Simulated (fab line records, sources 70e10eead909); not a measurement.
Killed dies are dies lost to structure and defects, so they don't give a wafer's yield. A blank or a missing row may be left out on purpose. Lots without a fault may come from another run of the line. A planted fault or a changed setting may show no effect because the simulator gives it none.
Which tool did it? | flow nand_harc | 12 lots, 36 wafers sampled, at 2 steps of a route of 1302

WHAT THE GAUGES READ, wafer by wafer
NHARC_A_BLC_CD_MEAS_19.
lot  | measured     | on        | cd_nm (nm)
L077 | day 23 08:40 | cd_sem-01 | 100.0 101.9 99.7
L076 | day 23 12:50 | cd_sem-02 | 100.6 98.9 101.1
L079 | day 24 21:52 | cd_sem-03 | 102.0 103.9 99.5
L081 | day 26 09:38 | cd_sem-01 | 98.9 100.7 102.5
L083 | day 26 18:10 | cd_sem-01 | 103.9 104.9 100.9
L086 | day 27 02:56 | cd_sem-02 | 101.2 103.9 101.7
L088 | day 28 06:28 | cd_sem-01 | 103.9 100.9 102.2
L087 | day 28 14:18 | cd_sem-02 | 103.5 100.5 103.0
L090 | day 29 19:47 | cd_sem-02 | 102.1 103.8 100.8
L093 | day 30 13:53 | cd_sem-01 | 100.6 98.8 102.7
L094 | day 31 05:06 | cd_sem-02 | 98.9 103.9 102.8
L096 | day 32 18:00 | cd_sem-02 | 99.7 101.3 104.3

WHICH TOOL RAN EACH LOT (tool, then ch and the chambers of the sampled wafers, then the start)
lot  | NHARC_A_CONTACT_CMP_20
L077 | cmp-04 ch 1,2,3, day 23 06:40
L076 | cmp-03 ch 0,2,3, day 23 10:53
L079 | cmp-01 ch 0,3, day 24 19:39
L081 | cmp-04 ch 1,2,3, day 26 07:34
L083 | cmp-03 ch 0,3, day 26 16:07
L086 | cmp-03 ch 1,2,3, day 27 01:04
L088 | cmp-04 ch 0,1,3, day 28 04:32
L087 | cmp-01 ch 0,3, day 28 12:22
L090 | cmp-04 ch 1,2,3, day 29 17:43
L093 | cmp-01 ch 0,2,3, day 30 11:49
L094 | cmp-03 ch 1,2,3, day 31 03:02
L096 | cmp-04 ch 0,3, day 32 15:46
- NHARC_A_CONTACT_CMP_20: polishes, t overpolish 30 s, target thk 300 nm.

THE ANSWER, worked out from the rows above alone
Rule: what is usual is taken from the lots themselves. Put in order of their means at a reading, lots are off if they are a third of the lots or fewer, leave a main group of 4 or more, and stand apart from it by a gap of 3 or more times the standard deviation of the main group's means; of several such gaps the widest counts. A main group whose means are all the same, to the digits that the tables above print for the reading, isn't used. A lot without any number at a reading at which 4 lots or more have one is off too. The other lots that the step has rows for count as sound.
No lot is off at any reading shown: from this, nothing can be told.

WHAT THE SIMULATOR HAD PUT IN
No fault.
